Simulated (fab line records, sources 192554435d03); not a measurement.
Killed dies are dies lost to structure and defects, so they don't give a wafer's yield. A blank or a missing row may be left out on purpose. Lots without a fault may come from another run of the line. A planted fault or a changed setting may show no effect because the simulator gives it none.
Which tool did it? | flow n5_finfet | 24 lots, 72 wafers sampled, at 4 steps of a route of 1938

WHAT THE GAUGES READ, wafer by wafer
N5_FIN_SAQP_CD_MEAS_16: target cd 35.6 nm. Usual: cd_nm 35.54 nm, standard deviation 0.26.
lot  | measured    | on        | cd_nm (nm)        | flag
L074 | day 1 22:04 | cd_sem-01 | 35.63 35.83 35.89 |
L075 | day 2 03:11 | cd_sem-01 | 35.27 35.15 35.43 |
L076 | day 2 10:56 | cd_sem-02 | 35.62 35.26 35.21 |
L077 | day 2 18:10 | cd_sem-01 | 35.31 35.47 35.11 |
L078 | day 2 21:40 | cd_sem-03 | 35.52 35.63 35.36 |
L079 | day 3 03:52 | cd_sem-03 | 35.19 35.25 35.31 |
L080 | day 3 09:58 | cd_sem-01 | 35.45 35.61 35.71 |
L081 | day 3 16:55 | cd_sem-03 | 35.71 35.24 35.85 |
L082 | day 3 22:28 | cd_sem-03 | 35.23 35.30 35.76 |
L083 | day 4 03:51 | cd_sem-03 | 35.55 35.54 35.70 |
L084 | day 4 09:54 | cd_sem-03 | 35.33 35.49 35.47 |
L085 | day 4 16:28 | cd_sem-03 | 35.30 35.76 35.72 |
L086 | day 4 21:25 | cd_sem-01 | 35.71 36.13 35.95 |
L087 | day 5 03:42 | cd_sem-01 | 35.62 35.61 35.67 |
L088 | day 5 09:58 | cd_sem-03 | 36.14 35.58 35.46 |
L089 | day 5 15:38 | cd_sem-02 | 35.20 35.23 35.23 |
L090 | day 5 21:57 | cd_sem-02 | 35.66 35.83 35.76 |
L091 | day 6 03:20 | cd_sem-02 | 35.70 35.57 35.40 |
L092 | day 6 09:09 | cd_sem-02 | 35.81 35.28 35.75 |
L093 | day 6 15:56 | cd_sem-02 | 35.30 35.89 35.43 |
L094 | day 6 22:14 | cd_sem-03 | 35.80 35.76 35.53 |
L095 | day 7 04:05 | cd_sem-02 | 35.48 35.42 35.85 |
L096 | day 7 12:58 | cd_sem-02 | 35.79 35.25 35.70 |
L097 | day 7 16:58 | cd_sem-02 | 35.19 34.90 34.78 |

WHICH TOOL RAN EACH LOT (tool, then ch and the chambers of the sampled wafers, then the start)
lot  | N5_ZERO_LAYER_PECVD_02         | N5_WELL_APT_RTA_34              | N5_PMOS_HMC_CHANNEL_EPI_DESCUM_14
L074 | pecvd-03 ch 0,1, day 1 12:17   | rtp_anneal-02 ch 0, day 1 16:28 | rie_diel-03 ch 0,3, day 1 17:53
L075 | pecvd-03 ch 0,1,2, day 1 18:17 | rtp_anneal-02 ch 0, day 1 21:48 | rie_diel-01 ch 0,1,3, day 1 23:13
L076 | pecvd-02 ch 0,2, day 2 00:19   | rtp_anneal-01 ch 0, day 2 04:46 | rie_diel-03 ch 0,1,2, day 2 06:21
L077 | pecvd-03 ch 0,1,2, day 2 06:18 | rtp_anneal-02 ch 0, day 2 10:29 | rie_diel-03 ch 1,2, day 2 11:56
L078 | pecvd-02 ch 0,2, day 2 12:18   | rtp_anneal-02 ch 0, day 2 15:49 | rie_diel-01 ch 0,1,2, day 2 17:26
L079 | pecvd-02 ch 1,2, day 2 18:17   | rtp_anneal-02 ch 0, day 2 21:52 | rie_diel-05 ch 0,1, day 2 23:17
L080 | pecvd-02 ch 0,1,2, day 3 00:18 | rtp_anneal-02 ch 0, day 3 03:55 | rie_diel-03 ch 0,1,2, day 3 05:19
L081 | pecvd-03 ch 0,1,2, day 3 06:19 | rtp_anneal-02 ch 0, day 3 09:54 | rie_diel-05 ch 1,2, day 3 11:26
L082 | pecvd-03 ch 0,2, day 3 12:17   | rtp_anneal-01 ch 0, day 3 15:59 | rie_diel-05 ch 1,2,3, day 3 17:41
L083 | pecvd-03 ch 0,1, day 3 18:18   | rtp_anneal-01 ch 0, day 3 22:04 | rie_diel-03 ch 0,1,3, day 3 23:33
L084 | pecvd-03 ch 0,1,2, day 4 00:18 | rtp_anneal-02 ch 0, day 4 04:02 | rie_diel-05 ch 0,1,2, day 4 05:19
L085 | pecvd-02 ch 1,2, day 4 06:17   | rtp_anneal-02 ch 0, day 4 10:14 | rie_diel-05 ch 0,1,2, day 4 11:50
L086 | pecvd-02 ch 1,2, day 4 12:18   | rtp_anneal-02 ch 0, day 4 15:44 | rie_diel-03 ch 0,1,3, day 4 17:12
L087 | pecvd-03 ch 1,2, day 4 18:18   | rtp_anneal-01 ch 0, day 4 21:41 | rie_diel-01 ch 0,1,2, day 4 22:57
L088 | pecvd-03 ch 0,1, day 5 00:17   | rtp_anneal-01 ch 0, day 5 03:52 | rie_diel-01 ch 0,2,3, day 5 05:18
L089 | pecvd-04 ch 1,2, day 5 06:17   | rtp_anneal-02 ch 0, day 5 10:08 | rie_diel-05 ch 1,3, day 5 11:31
L090 | pecvd-02 ch 0,2, day 5 12:17   | rtp_anneal-01 ch 0, day 5 16:26 | rie_diel-03 ch 1,2, day 5 17:49
L091 | pecvd-03 ch 0,1,2, day 5 18:17 | rtp_anneal-02 ch 0, day 5 21:56 | rie_diel-01 ch 0,1,3, day 5 23:20
L092 | pecvd-04 ch 1,2, day 6 00:17   | rtp_anneal-01 ch 0, day 6 03:55 | rie_diel-01 ch 1,3, day 6 05:12
L093 | pecvd-03 ch 0,1,2, day 6 06:17 | rtp_anneal-01 ch 0, day 6 10:08 | rie_diel-05 ch 0,1,3, day 6 11:30
L094 | pecvd-02 ch 0,1,2, day 6 12:18 | rtp_anneal-02 ch 0, day 6 15:58 | rie_diel-05 ch 0,1,3, day 6 17:53
L095 | pecvd-03 ch 1,2, day 6 18:17   | rtp_anneal-02 ch 0, day 6 21:53 | rie_diel-01 ch 0,1,3, day 6 23:30
L096 | pecvd-02 ch 0,1,2, day 7 00:17 | rtp_anneal-01 ch 0, day 7 03:59 | rie_diel-05 ch 2,3, day 7 06:18
L097 | pecvd-04 ch 0,1, day 7 06:17   | rtp_anneal-01 ch 0, day 7 10:51 | rie_diel-01 ch 1,2,3, day 7 12:47
- N5_ZERO_LAYER_PECVD_02: deposits SiO2 from SiH4/N2O, target thk 10 nm, time 6 s.
- N5_WELL_APT_RTA_34: time 10 s.
- N5_PMOS_HMC_CHANNEL_EPI_DESCUM_14: chemistry O2, time 7.9 s.

WHAT THE TOOLS THEMSELVES READ (means of the sampled wafers that have a number; where no wafer has one, the mark that the record gives instead)
N5_ZERO_LAYER_PECVD_02. Usual: heater_power_w 829 W, standard deviation 89; showerhead_plenum_p_Torr 8.19 Torr, standard deviation 0.15.
lot  | tool     | heater_power_w (W) | showerhead_plenum_p_Torr (Torr) | flag
L074 | pecvd-03 | 799                | 8.04                            |
L075 | pecvd-03 | 800                | 8.17                            |
L076 | pecvd-02 | 894                | 8.29                            |
L077 | pecvd-03 | 723                | 8.18                            |
L078 | pecvd-02 | 887                | 8.29                            |
L079 | pecvd-02 | 863                | 8.14                            |
L080 | pecvd-02 | 835                | 8.20                            |
L081 | pecvd-03 | 787                | 8.18                            |
L082 | pecvd-03 | 786                | 8.11                            |
L083 | pecvd-03 | 686                | 8.06                            |
L084 | pecvd-03 | 747                | 8.19                            |
L085 | pecvd-02 | 885                | 8.13                            |
L086 | pecvd-02 | 868                | 8.11                            |
L087 | pecvd-03 | 759                | 8.26                            |
L088 | pecvd-03 | 785                | 8.14                            |
L089 | pecvd-04 | 842                | 8.12                            |
L090 | pecvd-02 | 905                | 8.30                            |
L091 | pecvd-03 | 783                | 8.18                            |
L092 | pecvd-04 | 827                | 8.06                            |
L093 | pecvd-03 | 784                | 8.18                            |
L094 | pecvd-02 | 892                | 8.22                            |
L095 | pecvd-03 | 768                | 8.25                            |
L096 | pecvd-02 | 875                | 8.20                            |
L097 | pecvd-04 | 855                | 8.08                            |

N5_WELL_APT_RTA_34. Usual: lamp_power_pct 13.00 %, standard deviation 0.05; lamp_zone_6_pct 12.920 %, standard deviation 0.024; wafer_temp_C_max 1003.5, standard deviation 1.
lot  | tool          | lamp_power_pct (%) | lamp_zone_6_pct (%) | wafer_temp_C_max | flag
L074 | rtp_anneal-02 | 13.00              | 12.938              | 1002.9           |
L075 | rtp_anneal-02 | 13.03              | 12.917              | 1003.2           |
L076 | rtp_anneal-01 | 13.01              | 12.903              | 1002.9           |
L077 | rtp_anneal-02 | 13.01              | 12.911              | 1002.8           |
L078 | rtp_anneal-02 | 13.03              | 12.913              | 1003.1           |
L079 | rtp_anneal-02 | 13.03              | 12.923              | 1004.1           |
L080 | rtp_anneal-02 | 12.91              | 12.925              | 1004.0           |
L081 | rtp_anneal-02 | 13.01              | 12.900              | 1003.9           |
L082 | rtp_anneal-01 | 12.98              | 12.903              | 1003.4           |
L083 | rtp_anneal-01 | 12.98              | 12.935              | 1004.5           |
L084 | rtp_anneal-02 | 12.98              | 12.915              | 1003.5           |
L085 | rtp_anneal-02 | 12.99              | 12.945              | 1003.0           |
L086 | rtp_anneal-02 | 13.03              | 12.922              | 1003.9           |
L087 | rtp_anneal-01 | 13.04              | 12.940              | 1003.4           |
L088 | rtp_anneal-01 | 12.96              | 12.933              | 1003.7           |
L089 | rtp_anneal-02 | 12.99              | 12.909              | 1004.1           |
L090 | rtp_anneal-01 | 12.96              | 12.906              | 1004.0           |
L091 | rtp_anneal-02 | 12.98              | 12.938              | 1003.0           |
L092 | rtp_anneal-01 | 13.04              | 12.941              | 1004.6           |
L093 | rtp_anneal-01 | 13.02              | 12.905              | 1003.5           |
L094 | rtp_anneal-02 | 12.97              | 12.921              | 1003.5           |
L095 | rtp_anneal-02 | 13.03              | 12.916              | 1003.6           |
L096 | rtp_anneal-01 | 12.95              | 12.899              | 1003.1           |
L097 | rtp_anneal-01 | 13.00              | 12.928              | 1003.3           |

N5_PMOS_HMC_CHANNEL_EPI_DESCUM_14. Usual: drypump_motor_current_A 5.7 A, standard deviation 0.39; oes_product_au 0.80 a.u., standard deviation 0.079; rf_vpp_V 243.5 V, standard deviation 1.2; showerhead_plenum_p_Torr 2.11 Torr, standard deviation 0.044; throttle_valve_pct 20.4 %, standard deviation 0.31.
lot  | tool        | drypump_motor_current_A (A) | oes_product_au (a.u.) | rf_vpp_V (V) | showerhead_plenum_p_Torr (Torr) | throttle_valve_pct (%) | flag
L074 | rie_diel-03 | 6.2                         | 0.79                  | 242.4        | 2.07                            | 20.3                   |
L075 | rie_diel-01 | 5.5                         | 0.81                  | 243.6        | 2.14                            | 20.4                   |
L076 | rie_diel-03 | 6.0                         | 0.81                  | 243.5        | 2.11                            | 20.2                   |
L077 | rie_diel-03 | 5.9                         | 0.78                  | 244.2        | 2.17                            | 20.3                   |
L078 | rie_diel-01 | 5.7                         | 0.87                  | 243.5        | 2.11                            | 20.2                   |
L079 | rie_diel-05 | 6.0                         | 0.80                  | 243.5        | 2.12                            | 20.7                   |
L080 | rie_diel-03 | 6.0                         | 0.79                  | 243.0        | 2.11                            | 20.2                   |
L081 | rie_diel-05 | 5.8                         | 0.90                  | 244.0        | 2.14                            | 20.4                   |
L082 | rie_diel-05 | 5.5                         | 0.86                  | 244.1        | 2.13                            | 20.5                   |
L083 | rie_diel-03 | 6.2                         | 0.86                  | 243.1        | 2.13                            | 20.2                   |
L084 | rie_diel-05 | 5.6                         | 0.85                  | 243.6        | 2.12                            | 20.4                   |
L085 | rie_diel-05 | 5.6                         | 0.83                  | 243.7        | 2.12                            | 20.4                   |
L086 | rie_diel-03 | 6.2                         | 0.84                  | 243.9        | 2.12                            | 20.3                   |
L087 | rie_diel-01 | 5.7                         | 0.86                  | 243.1        | 2.10                            | 20.3                   |
L088 | rie_diel-01 | 5.5                         | 0.79                  | 242.1        | 2.10                            | 20.3                   |
L089 | rie_diel-05 | 5.7                         | 0.79                  | 244.5        | 2.10                            | 20.8                   |
L090 | rie_diel-03 | 5.9                         | 0.76                  | 244.8        | 2.16                            | 20.4                   |
L091 | rie_diel-01 | 5.5                         | 0.78                  | 243.6        | 2.13                            | 20.4                   |
L092 | rie_diel-01 | 5.3                         | 0.75                  | 243.7        | 2.14                            | 20.4                   |
L093 | rie_diel-05 | 5.8                         | 0.76                  | 243.7        | 2.10                            | 20.8                   |
L094 | rie_diel-05 | 5.8                         | 0.76                  | 244.0        | 2.10                            | 20.8                   |
L095 | rie_diel-01 | 5.5                         | 0.77                  | 244.3        | 2.13                            | 20.4                   |
L096 | rie_diel-05 | 5.3                         | 0.81                  | 242.5        | 2.11                            | 20.5                   |
L097 | rie_diel-01 | 5.5                         | 0.80                  | 243.5        | 2.11                            | 20.3                   |

THE ANSWER, worked out from the rows above alone
Rule: a lot is off if the mean of its wafers that have a number lies more than 3 standard deviations from the usual mean. A lot without any number at a reading at which 4 lots or more have one is off too. The other lots that the step has rows for count as sound. The gauges are gone through in route order, then the tools' own readings, and for those a lot's mean is taken as printed above. The first step at which some lot is off is used, and at that step the reading that is off furthest; a lot without a number counts as furthest.
No lot is off at any reading shown: from this, nothing can be told.

WHAT THE SIMULATOR HAD PUT IN
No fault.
